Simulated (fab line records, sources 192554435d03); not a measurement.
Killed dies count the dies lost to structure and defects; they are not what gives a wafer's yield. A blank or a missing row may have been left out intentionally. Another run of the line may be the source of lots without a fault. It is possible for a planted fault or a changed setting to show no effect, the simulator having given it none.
Which tool did it? + flow n5 finfet + 21 lots, 63 wafers sampled, at 6 steps of a route of 1938

## WHAT EACH GAUGE READ, for each wafer
The record holds no reading of a measuring or inspecting step that can be judged against a usual standard deviation.

## WHAT TOOL EACH LOT RAN ON (gives the tool, then ch and the chambers of the sampled wafers, and finally the start)
| lot  | N5_GATE_CUT_ETCH_28                | N5_GATE_CUT_ETCH_37                | N5_GATE_CUT_STRIP_41               | N5_GATE_CUT_CUT_ETCH_54           | N5_GATE_CUT_ETCH_47               | N5_GATE_CUT_ALD_22                |
|------|------------------------------------|------------------------------------|------------------------------------|-----------------------------------|-----------------------------------|-----------------------------------|
| L074 | rie diel-01 ch 0,1,2, day 4 15:41  | rie diel-01 ch 0,1,2, day 4 15:44  | rie diel-01 ch 0,1,2, day 4 15:52  | rie metal-03 ch 0,1, day 4 16:07  | rie metal-03 ch 0,1, day 4 16:12  | ald sin-04 ch 0,1,3, day 4 16:29  |
| L075 | rie diel-01 ch 0,2,3, day 4 21:11  | rie diel-01 ch 0,2,3, day 4 21:14  | rie diel-01 ch 0,2,3, day 4 21:22  | rie metal-01 ch 0, day 4 21:36    | rie metal-01 ch 0, day 4 21:41    | ald sin-03 ch 0,2,3, day 4 23:02  |
| L076 | rie diel-04 ch 1,2,3, day 5 02:20  | rie diel-04 ch 1,2,3, day 5 02:23  | rie diel-04 ch 1,2,3, day 5 02:32  | rie metal-03 ch 0,1, day 5 02:46  | rie metal-03 ch 0,1, day 5 02:51  | ald sin-03 ch 1,2,3, day 5 05:43  |
| L077 | rie diel-04 ch 0,3, day 5 06:06    | rie diel-04 ch 0,3, day 5 06:09    | rie diel-04 ch 0,3, day 5 06:17    | rie metal-03 ch 0,1, day 5 06:31  | rie metal-03 ch 0,1, day 5 06:37  | ald sin-04 ch 1,2,3, day 5 06:54  |
| L078 | rie diel-01 ch 1,2, day 5 18:53    | rie diel-01 ch 1,2, day 5 18:56    | rie diel-01 ch 1,2, day 5 19:05    | rie metal-02 ch 1, day 5 19:18    | rie metal-02 ch 1, day 5 19:23    | ald sin-01 ch 0,1,3, day 5 19:41  |
| L079 | rie diel-03 ch 0,2,3, day 5 20:11  | rie diel-03 ch 0,2,3, day 5 20:14  | rie diel-03 ch 0,2,3, day 5 20:22  | rie metal-01 ch 0,1, day 5 20:36  | rie metal-01 ch 0,1, day 5 20:41  | ald sin-01 ch 0,1,3, day 5 21:09  |
| L080 | rie diel-03 ch 0,2, day 6 00:58    | rie diel-03 ch 0,2, day 6 01:01    | rie diel-03 ch 0,2, day 6 01:10    | rie metal-02 ch 1, day 6 01:27    | rie metal-02 ch 1, day 6 01:38    | ald sin-04 ch 1,2, day 6 02:03    |
| L081 | rie diel-04 ch 0,3, day 6 07:07    | rie diel-04 ch 0,3, day 6 07:09    | rie diel-04 ch 0,3, day 6 07:18    | rie metal-01 ch 0,1, day 6 07:32  | rie metal-01 ch 0,1, day 6 07:37  | ald sin-01 ch 0,2,3, day 6 07:55  |
| L082 | rie diel-04 ch 0,1,3, day 6 17:50  | rie diel-04 ch 0,1,3, day 6 17:53  | rie diel-04 ch 0,1,3, day 6 18:02  | rie metal-03 ch 0,1, day 6 18:16  | rie metal-03 ch 0,1, day 6 18:21  | ald sin-01 ch 2,3, day 6 18:39    |
| L083 | rie diel-01 ch 0,3, day 6 23:01    | rie diel-01 ch 0,3, day 6 23:03    | rie diel-01 ch 0,3, day 6 23:12    | rie metal-01 ch 1, day 6 23:33    | rie metal-01 ch 1, day 6 23:42    | ald sin-03 ch 0,1,3, day 7 00:05  |
| L085 | rie diel-04 ch 0,2,3, day 7 13:58  | rie diel-04 ch 0,2,3, day 7 14:01  | rie diel-04 ch 0,2,3, day 7 14:10  | rie metal-03 ch 1, day 7 14:24    | rie metal-03 ch 1, day 7 14:29    | ald sin-01 ch 0,1,3, day 7 14:47  |
| L086 | rie diel-04 ch 0,2,3, day 7 15:33  | rie diel-04 ch 0,2,3, day 7 15:35  | rie diel-04 ch 0,2,3, day 7 15:44  | rie metal-03 ch 0,1, day 7 15:58  | rie metal-03 ch 0,1, day 7 16:03  | ald sin-04 ch 0,1,2, day 7 16:21  |
| L087 | rie diel-03 ch 1,2,3, day 7 22:42  | rie diel-03 ch 1,2,3, day 7 22:44  | rie diel-03 ch 1,2,3, day 7 22:53  | rie metal-02 ch 0,1, day 7 23:07  | rie metal-02 ch 0,1, day 7 23:13  | ald sin-03 ch 1,3, day 7 23:30    |
| L088 | rie diel-04 ch 2,3, day 7 23:52    | rie diel-04 ch 2,3, day 7 23:55    | rie diel-04 ch 2,3, day 8 00:03    | rie metal-01 ch 0,1, day 8 00:17  | rie metal-01 ch 0,1, day 8 00:22  | ald sin-04 ch 0,1,2, day 8 00:40  |
| L090 | rie diel-01 ch 0,3, day 8 12:07    | rie diel-01 ch 0,3, day 8 12:10    | rie diel-01 ch 0,3, day 8 12:19    | rie metal-01 ch 0,1, day 8 12:34  | rie metal-01 ch 0,1, day 8 12:38  | ald sin-01 ch 1,3, day 8 12:56    |
| L091 | rie diel-01 ch 0,3, day 8 18:53    | rie diel-01 ch 0,3, day 8 18:56    | rie diel-01 ch 0,3, day 8 19:05    | rie metal-01 ch 1, day 8 19:19    | rie metal-01 ch 1, day 8 19:24    | ald sin-03 ch 1,2, day 8 19:47    |
| L092 | rie diel-01 ch 0,1,3, day 9 00:37  | rie diel-01 ch 0,1,3, day 9 00:40  | rie diel-01 ch 0,3, day 9 00:49    | rie metal-02 ch 0,1, day 9 01:08  | rie metal-02 ch 0,1, day 9 01:16  | ald sin-01 ch 1,3, day 9 01:35    |
| L093 | rie diel-01 ch 1,3, day 9 10:44    | rie diel-01 ch 1,3, day 9 10:47    | rie diel-01 ch 1,3, day 9 10:55    | rie metal-02 ch 0, day 9 11:09    | rie metal-02 ch 0, day 9 11:14    | ald sin-04 ch 0,1,3, day 9 11:32  |
| L094 | rie diel-04 ch 0,1,3, day 9 12:58  | rie diel-04 ch 0,1,3, day 9 13:01  | rie diel-04 ch 0,1,3, day 9 13:10  | rie metal-02 ch 0,1, day 9 13:23  | rie metal-02 ch 0,1, day 9 13:29  | ald sin-04 ch 0,2,3, day 9 13:46  |
| L095 | rie diel-03 ch 1,2,3, day 10 00:06 | rie diel-03 ch 1,2,3, day 10 00:09 | rie diel-03 ch 1,2,3, day 10 00:17 | rie metal-03 ch 0,1, day 10 00:32 | rie metal-03 ch 0,1, day 10 00:40 | ald sin-04 ch 1,2,3, day 10 01:00 |
| L097 | rie diel-01 ch 0,1,2, day 10 12:20 | rie diel-01 ch 0,1,2, day 10 12:23 | rie diel-01 ch 0,1,2, day 10 12:31 | rie metal-01 ch 0,1, day 10 12:45 | rie metal-01 ch 0,1, day 10 12:50 | ald sin-01 ch 0,2,3, day 10 13:08 |
- N5_GATE_CUT_ETCH_28: etches underlayer in N2/H2, target depth 13 nm, time 10.4 s.
- N5_GATE_CUT_ETCH_37: etches SOC in N2/H2, target depth 60 nm, overetch 12 nm, time 90 s.
- N5_GATE_CUT_STRIP_41: strips in CF4.
- N5_GATE_CUT_CUT_ETCH_54: etches TiN in Cl2/BCl3, target depth 96.7 nm.
- N5_GATE_CUT_ETCH_47: etches SiO2 in Cl2/BCl3, target depth 10 nm.
- N5_GATE_CUT_ALD_22: deposits SiNx, target thk 16 nm, pulse time 1 s, ald cycles 320.

## WHAT THE TOOLS THEMSELVES READ (means of the sampled wafers that have a number; where no wafer has one, the mark that the record gives instead)
N5_GATE_CUT_ETCH_28. Usual: drypump motor current A 5.8 A, standard deviation 0.64; etch rf on time s 10.36 s, standard deviation 0.12; oes product au 0.67 a.u., standard deviation 0.086; rf vpp V 524.2 V, standard deviation 2.8; showerhead plenum p Torr 2.55 Torr, standard deviation 0.1; throttle valve pct 17.84 %, standard deviation 0.23.
| lot  | tool        | drypump motor current A (A) | etch rf on time s (s) | oes product au (a.u.) | rf vpp V (V) | showerhead plenum p Torr (Torr) | throttle valve pct (%) | flag |
|------|-------------|-----------------------------|-----------------------|-----------------------|--------------|---------------------------------|------------------------|------|
| L074 | rie diel-01 | 5.7                         | 10.46                 | 0.58                  | 523.3        | 2.51                            | 18.09                  |      |
| L075 | rie diel-01 | 6.2                         | 10.37                 | 0.62                  | 521.2        | 2.46                            | 17.90                  |      |
| L076 | rie diel-04 | 6.1                         | 10.32                 | 0.61                  | 524.0        | 2.51                            | 17.86                  |      |
| L077 | rie diel-04 | 6.3                         | 10.39                 | 0.63                  | 522.6        | 2.50                            | 17.73                  |      |
| L078 | rie diel-01 | 5.9                         | 10.49                 | 0.58                  | 523.6        | 2.55                            | 18.21                  |      |
| L079 | rie diel-03 | 5.7                         | 10.38                 | 0.62                  | 521.5        | 2.45                            | 17.87                  |      |
| L080 | rie diel-03 | 5.4                         | 10.37                 | 0.64                  | 523.7        | 2.50                            | 17.93                  |      |
| L081 | rie diel-04 | 6.3                         | 10.28                 | 0.63                  | 522.8        | 2.50                            | 17.75                  |      |
| L082 | rie diel-04 | 5.9                         | 10.40                 | 0.62                  | 523.7        | 2.56                            | 17.90                  |      |
| L083 | rie diel-01 | 6.1                         | 10.31                 | 0.73                  | 524.0        | 2.54                            | 17.60                  |      |
| L085 | rie diel-04 | 6.1                         | 10.36                 | 0.62                  | 523.5        | 2.52                            | 17.90                  |      |
| L086 | rie diel-04 | 6.1                         | 10.43                 | 0.62                  | 523.0        | 2.52                            | 17.91                  |      |
| L087 | rie diel-03 | 6.0                         | 10.27                 | 0.70                  | 527.1        | 2.63                            | 17.81                  |      |
| L088 | rie diel-04 | 6.5                         | 10.35                 | 0.60                  | 521.2        | 2.44                            | 17.76                  |      |
| L090 | rie diel-01 | 6.1                         | 10.35                 | 0.71                  | 524.0        | 2.54                            | 17.62                  |      |
| L091 | rie diel-01 | 6.1                         | 10.39                 | 0.71                  | 523.1        | 2.54                            | 17.62                  |      |
| L092 | rie diel-01 | 5.6                         | 10.21                 | 0.75                  | 525.4        | 2.59                            | 17.65                  |      |
| L093 | rie diel-01 | 5.2                         | 10.29                 | 0.75                  | 524.5        | 2.56                            | 17.74                  |      |
| L094 | rie diel-04 | 5.9                         | 10.36                 | 0.67                  | 523.8        | 2.55                            | 17.78                  |      |
| L095 | rie diel-03 | 6.0                         | 10.48                 | 0.67                  | 527.0        | 2.62                            | 17.84                  |      |
| L097 | rie diel-01 | 5.7                         | 10.18                 | 0.80                  | 525.3        | 2.60                            | 17.72                  |      |

N5_GATE_CUT_ETCH_37. Usual: drypump motor current A 5.8 A, standard deviation 0.64; oes product au 0.70 a.u., standard deviation 0.085; rf vpp V 524.2 V, standard deviation 2.8; showerhead plenum p Torr 2.55 Torr, standard deviation 0.1; throttle valve pct 17.81 %, standard deviation 0.23.
| lot  | tool        | drypump motor current A (A) | oes product au (a.u.) | rf vpp V (V) | showerhead plenum p Torr (Torr) | throttle valve pct (%) | flag |
|------|-------------|-----------------------------|-----------------------|--------------|---------------------------------|------------------------|------|
| L074 | rie diel-01 | 5.7                         | 0.62                  | 522.6        | 2.51                            | 18.08                  |      |
| L075 | rie diel-01 | 6.2                         | 0.64                  | 521.2        | 2.46                            | 17.88                  |      |
| L076 | rie diel-04 | 6.1                         | 0.63                  | 524.0        | 2.51                            | 17.84                  |      |
| L077 | rie diel-04 | 6.3                         | 0.66                  | 523.3        | 2.50                            | 17.71                  |      |
| L078 | rie diel-01 | 6.0                         | 0.62                  | 523.8        | 2.55                            | 18.19                  |      |
| L079 | rie diel-03 | 5.7                         | 0.65                  | 522.5        | 2.45                            | 17.85                  |      |
| L080 | rie diel-03 | 5.4                         | 0.67                  | 522.1        | 2.50                            | 17.89                  |      |
| L081 | rie diel-04 | 6.3                         | 0.66                  | 522.7        | 2.50                            | 17.72                  |      |
| L082 | rie diel-04 | 5.9                         | 0.64                  | 524.4        | 2.56                            | 17.86                  |      |
| L083 | rie diel-01 | 6.1                         | 0.76                  | 524.0        | 2.54                            | 17.57                  |      |
| L085 | rie diel-04 | 6.1                         | 0.65                  | 523.1        | 2.52                            | 17.88                  |      |
| L086 | rie diel-04 | 6.0                         | 0.65                  | 523.8        | 2.52                            | 17.88                  |      |
| L087 | rie diel-03 | 6.0                         | 0.72                  | 526.2        | 2.63                            | 17.78                  |      |
| L088 | rie diel-04 | 6.5                         | 0.62                  | 521.4        | 2.44                            | 17.74                  |      |
| L090 | rie diel-01 | 6.2                         | 0.74                  | 524.0        | 2.54                            | 17.58                  |      |
| L091 | rie diel-01 | 6.1                         | 0.74                  | 524.1        | 2.54                            | 17.59                  |      |
| L092 | rie diel-01 | 5.6                         | 0.78                  | 525.9        | 2.59                            | 17.64                  |      |
| L093 | rie diel-01 | 5.2                         | 0.78                  | 524.3        | 2.56                            | 17.72                  |      |
| L094 | rie diel-04 | 5.9                         | 0.70                  | 524.0        | 2.55                            | 17.76                  |      |
| L095 | rie diel-03 | 6.0                         | 0.70                  | 525.5        | 2.62                            | 17.80                  |      |
| L097 | rie diel-01 | 5.7                         | 0.82                  | 525.5        | 2.60                            | 17.69                  |      |

N5_GATE_CUT_STRIP_41. Usual: drypump motor current A 5.8 A, standard deviation 0.62; oes product au 0.180 a.u., standard deviation 0.022; rf vpp V 271.3 V, standard deviation 1.6; showerhead plenum p Torr 1.80 Torr, standard deviation 0.066; throttle valve pct 13.59 %, standard deviation 0.22.
| lot  | tool        | drypump motor current A (A) | oes product au (a.u.) | rf vpp V (V) | showerhead plenum p Torr (Torr) | throttle valve pct (%) | flag |
|------|-------------|-----------------------------|-----------------------|--------------|---------------------------------|------------------------|------|
| L074 | rie diel-01 | 5.7                         | 0.159                 | 270.3        | 1.77                            | 13.88                  |      |
| L075 | rie diel-01 | 6.2                         | 0.169                 | 270.4        | 1.74                            | 13.67                  |      |
| L076 | rie diel-04 | 6.1                         | 0.163                 | 271.6        | 1.78                            | 13.72                  |      |
| L077 | rie diel-04 | 6.3                         | 0.174                 | 270.5        | 1.77                            | 13.57                  |      |
| L078 | rie diel-01 | 6.0                         | 0.159                 | 271.1        | 1.79                            | 13.93                  |      |
| L079 | rie diel-03 | 5.7                         | 0.168                 | 269.7        | 1.74                            | 13.64                  |      |
| L080 | rie diel-03 | 5.4                         | 0.171                 | 270.0        | 1.77                            | 13.63                  |      |
| L081 | rie diel-04 | 6.3                         | 0.167                 | 270.1        | 1.77                            | 13.58                  |      |
| L082 | rie diel-04 | 5.8                         | 0.166                 | 272.1        | 1.81                            | 13.70                  |      |
| L083 | rie diel-01 | 6.1                         | 0.201                 | 271.0        | 1.80                            | 13.32                  |      |
| L085 | rie diel-04 | 6.1                         | 0.166                 | 271.2        | 1.78                            | 13.69                  |      |
| L086 | rie diel-04 | 6.1                         | 0.168                 | 271.3        | 1.78                            | 13.69                  |      |
| L087 | rie diel-03 | 6.0                         | 0.183                 | 273.0        | 1.85                            | 13.52                  |      |
| L088 | rie diel-04 | 6.6                         | 0.158                 | 269.8        | 1.73                            | 13.65                  |      |
| L090 | rie diel-01 | 6.1                         | 0.191                 | 271.1        | 1.79                            | 13.34                  |      |
| L091 | rie diel-01 | 6.1                         | 0.188                 | 270.9        | 1.79                            | 13.36                  |      |
| L092 | rie diel-01 | 6.1                         | 0.192                 | 271.2        | 1.79                            | 13.37                  |      |
| L093 | rie diel-01 | 5.2                         | 0.205                 | 271.4        | 1.80                            | 13.41                  |      |
| L094 | rie diel-04 | 5.9                         | 0.186                 | 271.1        | 1.80                            | 13.58                  |      |
| L095 | rie diel-03 | 6.0                         | 0.180                 | 272.0        | 1.85                            | 13.54                  |      |
| L097 | rie diel-01 | 5.7                         | 0.211                 | 271.7        | 1.83                            | 13.39                  |      |

N5_GATE_CUT_CUT_ETCH_54. Usual: drypump motor current A 5.8 A, standard deviation 0.33; etch rf on time s 36.4 s, standard deviation 0.5; oes product au 0.69 a.u., standard deviation 0.096; throttle valve pct 22.25 %, standard deviation 0.18.
| lot  | tool         | drypump motor current A (A) | etch rf on time s (s) | oes product au (a.u.) | throttle valve pct (%) | flag |
|------|--------------|-----------------------------|-----------------------|-----------------------|------------------------|------|
| L074 | rie metal-03 | 5.9                         | 36.8                  | 0.60                  | 22.40                  |      |
| L075 | rie metal-01 | 5.7                         | 36.2                  | 0.54                  | 22.39                  |      |
| L076 | rie metal-03 | 5.9                         | 36.8                  | 0.62                  | 22.21                  |      |
| L077 | rie metal-03 | 5.9                         | 37.2                  | 0.60                  | 22.41                  |      |
| L078 | rie metal-02 | 5.5                         | 35.7                  | 0.69                  | 22.19                  |      |
| L079 | rie metal-01 | 5.9                         | 36.4                  | 0.59                  | 22.30                  |      |
| L080 | rie metal-02 | 5.5                         | 35.6                  | 0.69                  | 22.19                  |      |
| L081 | rie metal-01 | 5.9                         | 36.2                  | 0.59                  | 22.30                  |      |
| L082 | rie metal-03 | 5.9                         | 36.5                  | 0.60                  | 22.40                  |      |
| L083 | rie metal-01 | 6.4                         | 36.5                  | 0.70                  | 22.13                  |      |
| L085 | rie metal-03 | 5.8                         | 36.8                  | 0.57                  | 22.59                  |      |
| L086 | rie metal-03 | 5.9                         | 37.1                  | 0.61                  | 22.22                  |      |
| L087 | rie metal-02 | 5.4                         | 36.0                  | 0.72                  | 22.24                  |      |
| L088 | rie metal-01 | 5.9                         | 36.4                  | 0.83                  | 22.11                  |      |
| L090 | rie metal-01 | 6.1                         | 36.6                  | 0.75                  | 22.12                  |      |
| L091 | rie metal-01 | 6.3                         | 37.0                  | 0.68                  | 22.15                  |      |
| L092 | rie metal-02 | 5.5                         | 35.8                  | 0.72                  | 22.26                  |      |
| L093 | rie metal-02 | 5.4                         | 36.3                  | 0.79                  | 22.37                  |      |
| L094 | rie metal-02 | 5.5                         | 36.2                  | 0.70                  | 22.27                  |      |
| L095 | rie metal-03 | 5.9                         | 36.5                  | 0.59                  | 22.41                  |      |
| L097 | rie metal-01 | 6.1                         | 37.1                  | 0.73                  | 22.15                  |      |

N5_GATE_CUT_ETCH_47. Usual: drypump motor current A 5.8 A, standard deviation 0.33; oes product au 0.76 a.u., standard deviation 0.1; throttle valve pct 22.79 %, standard deviation 0.18.
| lot  | tool         | drypump motor current A (A) | oes product au (a.u.) | throttle valve pct (%) | flag |
|------|--------------|-----------------------------|-----------------------|------------------------|------|
| L074 | rie metal-03 | 5.9                         | 0.67                  | 22.92                  |      |
| L075 | rie metal-01 | 5.7                         | 0.60                  | 22.94                  |      |
| L076 | rie metal-03 | 5.9                         | 0.69                  | 22.75                  |      |
| L077 | rie metal-03 | 5.9                         | 0.66                  | 22.93                  |      |
| L078 | rie metal-02 | 5.5                         | 0.76                  | 22.73                  |      |
| L079 | rie metal-01 | 5.9                         | 0.66                  | 22.84                  |      |
| L080 | rie metal-02 | 5.5                         | 0.75                  | 22.74                  |      |
| L081 | rie metal-01 | 5.9                         | 0.65                  | 22.84                  |      |
| L082 | rie metal-03 | 5.9                         | 0.66                  | 22.94                  |      |
| L083 | rie metal-01 | 6.4                         | 0.77                  | 22.66                  |      |
| L085 | rie metal-03 | 5.8                         | 0.63                  | 23.13                  |      |
| L086 | rie metal-03 | 5.9                         | 0.68                  | 22.76                  |      |
| L087 | rie metal-02 | 5.5                         | 0.79                  | 22.80                  |      |
| L088 | rie metal-01 | 5.9                         | 0.92                  | 22.66                  |      |
| L090 | rie metal-01 | 6.1                         | 0.83                  | 22.66                  |      |
| L091 | rie metal-01 | 6.3                         | 0.76                  | 22.68                  |      |
| L092 | rie metal-02 | 5.5                         | 0.79                  | 22.81                  |      |
| L093 | rie metal-02 | 5.4                         | 0.87                  | 22.92                  |      |
| L094 | rie metal-02 | 5.5                         | 0.77                  | 22.81                  |      |
| L095 | rie metal-03 | 5.9                         | 0.65                  | 22.94                  |      |
| L097 | rie metal-01 | 6.1                         | 0.81                  | 22.68                  |      |

N5_GATE_CUT_ALD_22. Usual: chamber pressure Torr 2.000 Torr, standard deviation 0.0041; heater power w 837 W, standard deviation 63; precursor pulse height rel 1.001, standard deviation 0.02.
| lot  | tool       | chamber pressure Torr (Torr) | heater power w (W) | precursor pulse height rel | flag |
|------|------------|------------------------------|--------------------|----------------------------|------|
| L074 | ald sin-04 | 1.997                        | 834                | 0.996                      |      |
| L075 | ald sin-03 | 2.004                        | 884                | 0.999                      |      |
| L076 | ald sin-03 | 1.999                        | 890                | 1.003                      |      |
| L077 | ald sin-04 | 1.999                        | 841                | 0.992                      |      |
| L078 | ald sin-01 | 2.002                        | 820                | 0.992                      |      |
| L079 | ald sin-01 | 1.998                        | 823                | 1.012                      |      |
| L080 | ald sin-04 | 2.000                        | 829                | 1.006                      |      |
| L081 | ald sin-01 | 2.004                        | 865                | 0.997                      |      |
| L082 | ald sin-01 | 1.998                        | 889                | 1.024                      |      |
| L083 | ald sin-03 | 1.997                        | 895                | 0.999                      |      |
| L085 | ald sin-01 | 2.001                        | 822                | 1.005                      |      |
| L086 | ald sin-04 | 2.002                        | 831                | 1.014                      |      |
| L087 | ald sin-03 | 1.999                        | 952                | 0.994                      |      |
| L088 | ald sin-04 | 2.002                        | 826                | 1.006                      |      |
| L090 | ald sin-01 | 2.003                        | 851                | 1.003                      |      |
| L091 | ald sin-03 | 1.999                        | 853                | 1.005                      |      |
| L092 | ald sin-01 | 1.999                        | 847                | 0.991                      |      |
| L093 | ald sin-04 | 1.999                        | 805                | 0.995                      |      |
| L094 | ald sin-04 | 2.000                        | 818                | 1.002                      |      |
| L095 | ald sin-04 | 1.996                        | 824                | 0.987                      |      |
| L097 | ald sin-01 | 1.998                        | 872                | 0.989                      |      |

## THE ANSWER, worked out from the rows above alone
Rule: a lot counts as off when the mean over its wafers that have a number is more than 3 standard deviations away from the usual mean. A lot without any number at a reading at which 4 lots or more have one is off too. All remaining lots with rows at the step are treated as sound. Order of review: gauges by route order, followed by the tools' own readings, for which a lot's mean as printed above is used. The first step at which some lot is off is used, and at that step the reading that is off furthest; a lot without a number counts as furthest.
Nothing can be told from this: no lot is off at any reading shown.

## WHAT THE SIMULATOR HAD PUT IN
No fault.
